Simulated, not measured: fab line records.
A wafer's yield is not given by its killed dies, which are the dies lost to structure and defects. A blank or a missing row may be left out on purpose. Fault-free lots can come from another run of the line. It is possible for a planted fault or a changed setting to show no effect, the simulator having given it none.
Which tool was responsible? -- flow n5_finfet -- 20 lots with 60 wafers sampled at 6 steps, on a route of 1938 steps

## WHAT THE GAUGES SHOWED, per wafer
No reading from a measuring or inspecting step in the record can be judged against a usual standard deviation.

## TOOL THAT RAN EACH LOT (tool first, then ch and the chambers of the sampled wafers, then the start)
lot,N5_BEOL_M3_ETCH_69,N5_BEOL_M3_ETCHBACK_99,N5_BEOL_M3_VIA_ETCH_34,N5_BEOL_M3_SPUTTER_79,N5_BEOL_M3_ANNEAL_80,N5_BEOL_M3_PRE_CLEAN_60
L074,"rie_diel-04 ch 0,2,3, day 6 23:52","rie_diel-03 ch 0,2,3, day 7 00:32","rie_diel-03 ch 0,2,3, day 7 00:40","pvd_sputter-01, day 7 02:15","pvd_sputter-01, day 7 02:20","cvd_co-01 ch 0,1,2, day 7 04:47"
L075,"rie_diel-04 ch 0,2,3, day 7 10:03","rie_diel-05 ch 0,1,3, day 7 13:29","rie_diel-05 ch 0,1,3, day 7 13:38","pvd_sputter-01, day 7 14:58","pvd_sputter-01, day 7 15:02","cvd_co-02 ch 0,1,2, day 7 17:20"
L076,"rie_diel-05 ch 0,1,3, day 7 13:54","rie_diel-03 ch 0,2,3, day 7 16:37","rie_diel-03 ch 0,2,3, day 7 16:45","pvd_sputter-03, day 7 18:44","pvd_sputter-03, day 7 18:49","cvd_co-02 ch 1,2, day 7 21:17"
L077,"rie_diel-04 ch 0,3, day 7 14:56","rie_diel-04 ch 0,1, day 7 18:17","rie_diel-04 ch 0,1, day 7 19:25","pvd_sputter-03, day 7 20:39","pvd_sputter-03, day 7 20:44","cvd_co-02 ch 0,2, day 7 23:01"
L079,"rie_diel-04 ch 0,1,2, day 8 09:50","rie_diel-05 ch 0,2, day 8 10:03","rie_diel-05 ch 0,2, day 8 10:11","pvd_sputter-02, day 8 11:43","pvd_sputter-02, day 8 11:47","cvd_co-02 ch 0,2, day 8 14:04"
L080,"rie_diel-04 ch 0,1,2, day 8 13:04","rie_diel-03 ch 1,2, day 8 19:17","rie_diel-03 ch 1,2, day 8 19:25","pvd_sputter-02, day 8 21:37","pvd_sputter-02, day 8 21:42","cvd_co-02 ch 0,1,2, day 8 23:59"
L081,"rie_diel-04 ch 0,1,3, day 8 14:42","rie_diel-05 ch 1,2, day 8 20:26","rie_diel-05 ch 1,2, day 8 20:34","pvd_sputter-01, day 8 22:00","pvd_sputter-01, day 8 22:05","cvd_co-01 ch 1,2, day 9 00:22"
L083,"rie_diel-05 ch 0,1,2, day 9 09:03","rie_diel-03 ch 1,3, day 9 13:20","rie_diel-03 ch 1,3, day 9 13:28","pvd_sputter-01, day 9 15:18","pvd_sputter-01, day 9 15:23","cvd_co-01 ch 0,2, day 9 17:40"
L084,"rie_diel-03 ch 1,3, day 9 14:06","rie_diel-04 ch 0,1,3, day 9 14:32","rie_diel-04 ch 0,1,3, day 9 14:40","pvd_sputter-01, day 9 17:13","pvd_sputter-01, day 9 17:18","cvd_co-01 ch 0,1,2, day 9 19:35"
L085,"rie_diel-05 ch 1,2, day 9 20:22","rie_diel-04 ch 0,3, day 9 21:45","rie_diel-04 ch 0,3, day 9 21:53","pvd_sputter-03, day 9 23:38","pvd_sputter-03, day 9 23:43","cvd_co-02 ch 0,1, day 10 02:06"
L086,"rie_diel-05 ch 0,2, day 10 03:28","rie_diel-03 ch 0,1,2, day 10 05:17","rie_diel-03 ch 0,1,2, day 10 05:25","pvd_sputter-01, day 10 07:10","pvd_sputter-01, day 10 07:15","cvd_co-02 ch 0,1, day 10 09:32"
L087,"rie_diel-03 ch 1,2, day 10 10:56","rie_diel-03 ch 0,1,2, day 10 17:08","rie_diel-03 ch 0,1,2, day 10 17:17","pvd_sputter-01, day 10 20:59","pvd_sputter-01, day 10 21:04","cvd_co-02 ch 1,2, day 10 23:31"
L088,"rie_diel-03 ch 0,1,3, day 10 12:14","rie_diel-04 ch 0,1,3, day 10 20:02","rie_diel-04 ch 0,1,3, day 10 20:10","pvd_sputter-03, day 10 22:10","pvd_sputter-03, day 10 22:14","cvd_co-01 ch 1,2, day 11 00:41"
L090,"rie_diel-04 ch 0,2,3, day 11 05:12","rie_diel-05 ch 1,3, day 11 07:23","rie_diel-05 ch 1,3, day 11 07:32","pvd_sputter-03, day 11 09:11","pvd_sputter-03, day 11 09:16","cvd_co-02 ch 0,1,2, day 11 11:33"
L091,"rie_diel-03 ch 0,2, day 11 13:37","rie_diel-05 ch 1,3, day 11 14:01","rie_diel-05 ch 1,3, day 11 14:09","pvd_sputter-03, day 11 16:13","pvd_sputter-03, day 11 16:18","cvd_co-02 ch 0,1,2, day 11 18:35"
L092,"rie_diel-03 ch 0,2,3, day 11 13:53","rie_diel-05 ch 0,1,3, day 11 20:07","rie_diel-05 ch 0,1,3, day 11 20:15","pvd_sputter-01, day 11 21:43","pvd_sputter-01, day 11 21:47","cvd_co-01 ch 0,1,2, day 12 00:05"
L094,"rie_diel-04 ch 1,3, day 11 20:14","rie_diel-05 ch 0,2, day 12 01:20","rie_diel-05 ch 0,2, day 12 01:28","pvd_sputter-03, day 12 04:40","pvd_sputter-03, day 12 04:44","cvd_co-01 ch 0,1,2, day 12 07:44"
L095,"rie_diel-04 ch 0,1,2, day 12 07:28","rie_diel-05 ch 2,3, day 12 08:23","rie_diel-05 ch 2,3, day 12 08:32","pvd_sputter-02, day 12 10:17","pvd_sputter-02, day 12 10:22","cvd_co-02 ch 0,2, day 12 12:40"
L096,"rie_diel-05 ch 0,1,3, day 12 11:15","rie_diel-04 ch 0,1,3, day 12 11:38","rie_diel-04 ch 0,1,3, day 12 11:46","pvd_sputter-03, day 12 13:32","pvd_sputter-03, day 12 13:37","cvd_co-01 ch 0,1,2, day 12 15:53"
L097,"rie_diel-04 ch 0,2, day 12 22:05","rie_diel-04 ch 0,3, day 13 13:25","rie_diel-04 ch 0,3, day 13 13:33","pvd_sputter-02, day 13 14:57","pvd_sputter-02, day 13 15:02","cvd_co-01 ch 0,1,2, day 13 17:20"
- N5_BEOL_M3_ETCH_69: etches SiARC in CF4, target depth 15.6 nm, time 26 s.
- N5_BEOL_M3_ETCHBACK_99: etches SiO2 in CHF3, target depth 5 nm, time 10.4 s.
- N5_BEOL_M3_VIA_ETCH_34: etches the open film in C4F6/O2, target depth 69.4 nm, time 65.9 s.
- N5_BEOL_M3_SPUTTER_79: material Cu, target thk 4.5 nm, time 8.29 s.
- N5_BEOL_M3_ANNEAL_80: time 240 s.
- N5_BEOL_M3_PRE_CLEAN_60: time 15 s.

## AS READ BY THE TOOLS THEMSELVES (means over the sampled wafers that have a number; for cases with no such wafer, the mark the record gives instead)
N5_BEOL_M3_ETCH_69. Usual: bias_w 35.97 W, standard deviation 0.11; chamber_pressure_mTorr 40.00 mTorr, standard deviation 0.036; drypump_motor_current_A 5.6 A, standard deviation 0.53; etch_rf_on_time_s 25.7 s, standard deviation 0.65; mfc_ar_sccm 99.90 sccm, standard deviation 0.28; oes_product_au 0.66 a.u., standard deviation 0.086; rf_vpp_V 183.6 V, standard deviation 1.1; showerhead_plenum_p_Torr 2.11 Torr, standard deviation 0.066; throttle_valve_pct 15.54 %, standard deviation 0.25.
lot,tool,bias_w (W),chamber_pressure_mTorr (mTorr),drypump_motor_current_A (A),etch_rf_on_time_s (s),mfc_ar_sccm (sccm),oes_product_au (a.u.),rf_vpp_V (V),showerhead_plenum_p_Torr (Torr),throttle_valve_pct (%),flag
L074,rie_diel-04,35.95,39.99,5.8,25.3,99.92,0.64,182.5,2.08,15.67,
L075,rie_diel-04,36.02,40.00,5.8,25.7,99.99,0.63,182.6,2.08,15.68,
L076,rie_diel-05,36.04,40.00,5.4,26.3,100.02,0.65,183.4,2.10,15.33,
L077,rie_diel-04,35.88,39.98,5.4,25.8,100.04,0.63,183.5,2.05,15.56,
L079,rie_diel-04,35.86,40.00,5.5,25.8,99.96,0.61,183.6,2.07,15.69,
L080,rie_diel-04,35.94,40.01,5.5,25.7,100.18,0.61,183.0,2.07,15.69,
L081,rie_diel-04,36.01,39.99,5.4,25.8,100.07,0.63,182.6,2.05,15.60,
L083,rie_diel-05,35.94,39.98,5.7,26.6,99.82,0.63,184.1,2.13,15.38,
L084,rie_diel-03,35.93,39.96,5.1,25.4,99.90,0.76,185.2,2.20,15.66,
L085,rie_diel-05,35.86,39.98,5.8,27.3,100.13,0.57,183.1,2.08,15.56,
L086,rie_diel-05,36.13,40.02,5.6,26.0,99.97,0.68,185.0,2.18,15.24,
L087,rie_diel-03,35.96,39.99,5.5,25.6,99.61,0.70,185.2,2.23,15.68,
L088,rie_diel-03,36.07,40.00,5.3,25.2,99.80,0.79,183.8,2.15,15.54,
L090,rie_diel-04,35.98,40.02,5.8,25.5,99.67,0.61,182.9,2.07,15.74,
L091,rie_diel-03,36.04,40.01,6.0,25.7,100.00,0.75,183.9,2.13,15.45,
L092,rie_diel-03,35.94,40.02,5.9,25.2,100.06,0.74,183.0,2.13,15.47,
L094,rie_diel-04,35.98,39.98,5.7,26.0,99.70,0.63,182.7,2.06,15.69,
L095,rie_diel-04,36.05,40.00,5.5,25.8,99.77,0.59,182.6,2.06,15.74,
L096,rie_diel-05,35.93,40.00,5.4,25.7,99.89,0.77,185.2,2.17,15.06,
L097,rie_diel-04,36.04,40.02,5.9,25.3,99.89,0.59,183.5,2.08,15.85,

N5_BEOL_M3_ETCHBACK_99. Usual: bias_w 46.98 W, standard deviation 0.13; chamber_pressure_mTorr 30.000 mTorr, standard deviation 0.028; drypump_motor_current_A 5.5 A, standard deviation 0.5; mfc_ar_sccm 200.0 sccm, standard deviation 0.67; oes_product_au 0.80 a.u., standard deviation 0.11; rf_vpp_V 238 V, standard deviation 4.5; showerhead_plenum_p_Torr 2.13 Torr, standard deviation 0.082; throttle_valve_pct 16.92 %, standard deviation 0.26.
lot,tool,bias_w (W),chamber_pressure_mTorr (mTorr),drypump_motor_current_A (A),mfc_ar_sccm (sccm),oes_product_au (a.u.),rf_vpp_V (V),showerhead_plenum_p_Torr (Torr),throttle_valve_pct (%),flag
L074,rie_diel-03,46.99,29.996,5.9,199.5,0.72,237,2.15,17.18,
L075,rie_diel-05,46.86,30.022,5.4,200.3,0.76,238,2.11,16.80,
L076,rie_diel-03,47.09,30.007,5.9,200.5,0.72,238,2.15,17.20,
L077,rie_diel-04,46.84,30.028,5.0,199.8,0.72,237,2.05,17.04,
L079,rie_diel-05,47.00,29.981,5.6,200.0,0.82,241,2.20,16.64,
L080,rie_diel-03,47.00,29.994,5.5,199.9,0.83,242,2.25,17.10,
L081,rie_diel-05,46.97,29.989,5.8,199.6,0.67,239,2.10,17.02,
L083,rie_diel-03,46.91,29.993,5.1,200.1,0.89,240,2.21,17.10,
L084,rie_diel-04,47.21,30.018,5.4,200.7,0.72,236,2.05,17.03,
L085,rie_diel-04,47.00,30.000,5.4,199.4,0.72,241,2.04,16.97,
L086,rie_diel-03,47.00,29.991,5.7,199.6,0.86,240,2.20,17.00,
L087,rie_diel-03,46.96,30.015,5.7,199.4,0.85,240,2.20,17.01,
L088,rie_diel-04,47.01,29.998,5.4,200.3,0.72,236,2.05,17.05,
L090,rie_diel-05,47.03,30.000,5.3,201.3,0.95,237,2.17,16.48,
L091,rie_diel-05,47.00,30.000,5.3,199.8,0.94,236,2.17,16.47,
L092,rie_diel-05,47.10,30.018,5.4,199.6,0.91,238,2.19,16.55,
L094,rie_diel-05,47.01,29.984,5.6,200.5,0.89,240,2.19,16.54,
L095,rie_diel-05,47.00,30.005,5.2,199.9,0.95,236,2.13,16.43,
L096,rie_diel-04,47.03,30.014,5.4,199.2,0.71,236,2.04,17.06,
L097,rie_diel-04,46.81,29.986,5.4,200.6,0.70,241,2.03,17.04,

N5_BEOL_M3_VIA_ETCH_34. Usual: bias_w 170.0 W, standard deviation 0.47; chamber_pressure_mTorr 15.001 mTorr, standard deviation 0.013; drypump_motor_current_A 5.5 A, standard deviation 0.5; mfc_ar_sccm 299.9 sccm, standard deviation 0.9; oes_product_au 0.80 a.u., standard deviation 0.11; rf_vpp_V 658 V, standard deviation 12; showerhead_plenum_p_Torr 2.82 Torr, standard deviation 0.1; throttle_valve_pct 30.5 %, standard deviation 0.31.
lot,tool,bias_w (W),chamber_pressure_mTorr (mTorr),drypump_motor_current_A (A),mfc_ar_sccm (sccm),oes_product_au (a.u.),rf_vpp_V (V),showerhead_plenum_p_Torr (Torr),throttle_valve_pct (%),flag
L074,rie_diel-03,170.0,14.996,5.9,299.5,0.72,657,2.84,30.8,
L075,rie_diel-05,170.2,15.004,5.4,300.3,0.76,657,2.79,30.4,
L076,rie_diel-03,169.8,15.002,5.9,300.0,0.72,657,2.84,30.8,
L077,rie_diel-04,170.5,14.994,5.0,300.1,0.72,654,2.72,30.7,
L079,rie_diel-05,170.0,14.992,5.6,300.0,0.82,664,2.90,30.2,
L080,rie_diel-03,169.7,15.006,5.5,299.0,0.83,669,2.96,30.7,
L081,rie_diel-05,170.3,14.994,5.8,299.5,0.67,663,2.77,30.6,
L083,rie_diel-03,169.8,15.002,5.1,300.3,0.89,664,2.92,30.9,
L084,rie_diel-04,170.8,14.996,5.4,300.0,0.73,655,2.71,30.6,
L085,rie_diel-04,169.8,15.005,5.4,300.1,0.72,665,2.70,30.5,
L086,rie_diel-03,170.4,14.996,5.7,299.4,0.85,662,2.90,30.7,
L087,rie_diel-03,170.1,14.980,5.7,299.9,0.85,662,2.89,30.7,
L088,rie_diel-04,170.1,15.004,5.4,300.1,0.72,653,2.71,30.6,
L090,rie_diel-05,170.0,15.024,5.3,300.3,0.95,654,2.86,30.1,
L091,rie_diel-05,169.9,14.996,5.3,300.9,0.94,653,2.86,30.1,
L092,rie_diel-05,170.1,15.001,5.4,299.4,0.91,660,2.89,30.2,
L094,rie_diel-05,169.7,15.001,5.6,300.1,0.90,664,2.88,30.2,
L095,rie_diel-05,169.4,14.995,5.2,299.7,0.95,652,2.82,30.0,
L096,rie_diel-04,169.8,15.010,5.4,300.4,0.71,655,2.70,30.6,
L097,rie_diel-04,169.9,15.004,5.4,299.4,0.70,664,2.69,30.5,

N5_BEOL_M3_SPUTTER_79. Usual: throttle_valve_pct 29.7 %, standard deviation 1.3.
lot,tool,throttle_valve_pct (%),flag
L074,pvd_sputter-01,29.2,
L075,pvd_sputter-01,28.2,
L076,pvd_sputter-03,30.7,
L077,pvd_sputter-03,31.6,
L079,pvd_sputter-02,30.0,
L080,pvd_sputter-02,29.6,
L081,pvd_sputter-01,29.4,
L083,pvd_sputter-01,28.6,
L084,pvd_sputter-01,28.3,
L085,pvd_sputter-03,30.6,
L086,pvd_sputter-01,28.8,
L087,pvd_sputter-01,29.5,
L088,pvd_sputter-03,31.6,
L090,pvd_sputter-03,30.7,
L091,pvd_sputter-03,29.2,
L092,pvd_sputter-01,27.8,
L094,pvd_sputter-03,30.7,
L095,pvd_sputter-02,29.3,
L096,pvd_sputter-03,29.9,
L097,pvd_sputter-02,29.3,

N5_BEOL_M3_ANNEAL_80. Usual: heater_power_w 814 W, standard deviation 75; susceptor_temp_C_max 401.0, standard deviation 0.42.
lot,tool,heater_power_w (W),susceptor_temp_C_max,flag
L074,pvd_sputter-01,832,401.1,
L075,pvd_sputter-01,801,400.9,
L076,pvd_sputter-03,802,400.9,
L077,pvd_sputter-03,828,401.2,
L079,pvd_sputter-02,816,400.9,
L080,pvd_sputter-02,839,401.1,
L081,pvd_sputter-01,892,401.2,
L083,pvd_sputter-01,875,400.6,
L084,pvd_sputter-01,816,401.0,
L085,pvd_sputter-03,819,401.0,
L086,pvd_sputter-01,879,400.7,
L087,pvd_sputter-01,880,401.1,
L088,pvd_sputter-03,836,401.4,
L090,pvd_sputter-03,818,401.4,
L091,pvd_sputter-03,755,400.6,
L092,pvd_sputter-01,882,401.0,
L094,pvd_sputter-03,806,401.1,
L095,pvd_sputter-02,824,400.9,
L096,pvd_sputter-03,735,400.8,
L097,pvd_sputter-02,846,400.7,

N5_BEOL_M3_PRE_CLEAN_60. Usual: heater_power_w 84 W, standard deviation 18.
lot,tool,heater_power_w (W),flag
L074,cvd_co-01,95,
L075,cvd_co-02,75,
L076,cvd_co-02,62,
L077,cvd_co-02,85,
L079,cvd_co-02,87,
L080,cvd_co-02,74,
L081,cvd_co-01,96,
L083,cvd_co-01,84,
L084,cvd_co-01,97,
L085,cvd_co-02,64,
L086,cvd_co-02,78,
L087,cvd_co-02,73,
L088,cvd_co-01,105,
L090,cvd_co-02,74,
L091,cvd_co-02,75,
L092,cvd_co-01,95,
L094,cvd_co-01,97,
L095,cvd_co-02,88,
L096,cvd_co-01,95,
L097,cvd_co-01,97,

## THE ANSWER, worked out from the rows above alone
Rule: lot off if the mean of its wafers having a number is beyond 3 standard deviations from the usual mean. Also off: a lot with no number at a reading for which 4 or more lots have one. All remaining lots with rows at the step are treated as sound. First the gauges in route order, then the tools' own readings, where a lot's mean is used as printed above. The first step at which some lot is off is used, and at that step the reading that is off furthest; a lot without a number counts as furthest.
Nothing can be told from this: no lot is off at any reading shown.

## WHAT WAS PUT IN BY THE SIMULATOR
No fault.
